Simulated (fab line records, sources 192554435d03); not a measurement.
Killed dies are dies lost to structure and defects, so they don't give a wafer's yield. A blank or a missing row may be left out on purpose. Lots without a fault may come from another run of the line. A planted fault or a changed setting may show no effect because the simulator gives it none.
Split-lot experiment | flow n5_finfet | 7 lots, 21 wafers read, on a route of 1938 steps

THE SPLIT
At N5_BEOL_M12_COAT_04 (resist thk 400 nm), the setting spin_rpm was moved away from the recipe's 1625 rpm on 9 of the 21 wafers read, by -10.1% to -3.9%. The other wafers ran this setting at the recipe's value.

FROM THE SPLIT TO THE READING: what the file shows between them, 1 step
- N5_BEOL_M12_DESCUM_15: chemistry O2, time 7.9 s (also split here: time_s)

THE READING
coat_of_BEOL_M12_COAT_04.thk_nm (the simulator's own value, which no gauge read), in nm, at N5_BEOL_M12_ETCH_59 (etches BARC in N2/H2, target depth 89 nm, overetch 26.7 nm, time 67.9 s). The file gives no usual value for it. The 12 wafers here that ran the recipe average 317.9 nm, standard deviation 2.1 nm.

wafer  | tool, chamber at the split | spin_rpm as run, rpm | against the recipe | coat_of_BEOL_M12_COAT_04.thk_nm, nm | against lot-mates on the recipe
L077.4 | litho_track-05, 0          | 1500                 | -7.7%              | 332.4                               | +12.3
L077.5 | litho_track-05, 0          | 1625                 | recipe             | 318                                 | -
L077.6 | litho_track-05, 0          | 1625                 | recipe             | 322.2                               | -
L082.3 | litho_track-05, 0          | 1461                 | -10.1%             | 340.8                               | no lot-mate on the recipe
L082.5 | litho_track-05, 0          | 1461                 | -10.1%             | 340.8                               | no lot-mate on the recipe
L082.4 | litho_track-05, 0          | 1461                 | -10.1%             | 341.2                               | no lot-mate on the recipe
L084.2 | litho_track-05, 0          | 1496                 | -7.9%              | 336.6                               | +19.8
L084.4 | litho_track-05, 0          | 1496                 | -7.9%              | 336                                 | +19.2
L084.5 | litho_track-05, 0          | 1625                 | recipe             | 316.8                               | -
L089.2 | litho_track-02, 0          | 1625                 | recipe             | 322.4                               | -
L089.4 | litho_track-02, 0          | 1625                 | recipe             | 317.4                               | -
L089.6 | litho_track-02, 0          | 1625                 | recipe             | 316.6                               | -
L093.1 | litho_track-02, 0          | 1537                 | -5.4%              | 327.2                               | +10.2
L093.2 | litho_track-02, 0          | 1625                 | recipe             | 317                                 | -
L093.4 | litho_track-02, 0          | 1537                 | -5.4%              | 324.2                               | +7.2
L096.2 | litho_track-02, 0          | 1625                 | recipe             | 316.8                               | -
L096.5 | litho_track-02, 0          | 1625                 | recipe             | 318                                 | -
L096.6 | litho_track-02, 0          | 1561                 | -3.9%              | 324.4                               | +7.0
L097.1 | litho_track-02, 0          | 1625                 | recipe             | 317.2                               | -
L097.2 | litho_track-02, 0          | 1625                 | recipe             | 317.6                               | -
L097.5 | litho_track-02, 0          | 1625                 | recipe             | 314.6                               | -

THE FIT
A straight line over all 21 wafers: coat_of_BEOL_M12_COAT_04.thk_nm changes by -2.19 nm for each +1% of spin_rpm; r = -0.97; the points scatter about the line by 2.3 nm.
The same after taking each lot's own level away (the mean of its wafers on the recipe; 18 wafers): -2.05 nm for each +1%; r = -0.95; scatter 2.3 nm.
On that fit, the largest move of spin_rpm shifts the reading by 21 nm.
The lots' own levels span 316.47 to 320.10 nm, that is 1.7 times the standard deviation above.
So the lot-to-lot level changes the slope little: the two slopes agree.
Check: with one of the wafers moved furthest among these (-7.9%) left out of the fit, the line predicts +14.9 nm for it against its lot-mates. It came out at +19.8 nm against them.

OTHER SPLITS ON THESE WAFERS
These wafers also went through other splits before the reading. Each is held against what the fit with the lots' levels taken away leaves over:
other split on the same wafers | wafers away from the commonest value | r with coat_of_BEOL_M12_COAT_04.thk_nm (lot level and that fit taken away)
N5_BEOL_M11_EXPOSE_08 dose_mj  | 8                                    | -0.40
N5_BEOL_M12_DESCUM_15 time_s   | 3                                    | +0.12

THE WHOLE CHAIN: every reading that the file lists as answering this split, in the file's order
step                  | what it does                                                            | reading                                                                          | change (the file's fit)              | r (the file's)
N5_BEOL_M12_COAT_04   | resist thk 400 nm                                                       | coat_of_BEOL_M12_COAT_04.thk_nm (the simulator's own value, which no gauge read) | -2.03 nm for each +1% of the setting | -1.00
N5_BEOL_M12_DESCUM_15 | chemistry O2, time 7.9 s                                                | coat_of_BEOL_M12_COAT_04.thk_nm (the simulator's own value, which no gauge read) | -2.06 nm for each +1% of the setting | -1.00
N5_BEOL_M12_ETCH_59   | etches BARC in N2/H2, target depth 89 nm, overetch 26.7 nm, time 67.9 s | coat_of_BEOL_M12_COAT_04.thk_nm (the simulator's own value, which no gauge read) | -1.94 nm for each +1% of the setting | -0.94

THE FILE'S OWN FIT
coat_of_BEOL_M12_COAT_04.thk_nm changes by -1.94 nm for each +1% of spin_rpm, r = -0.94.
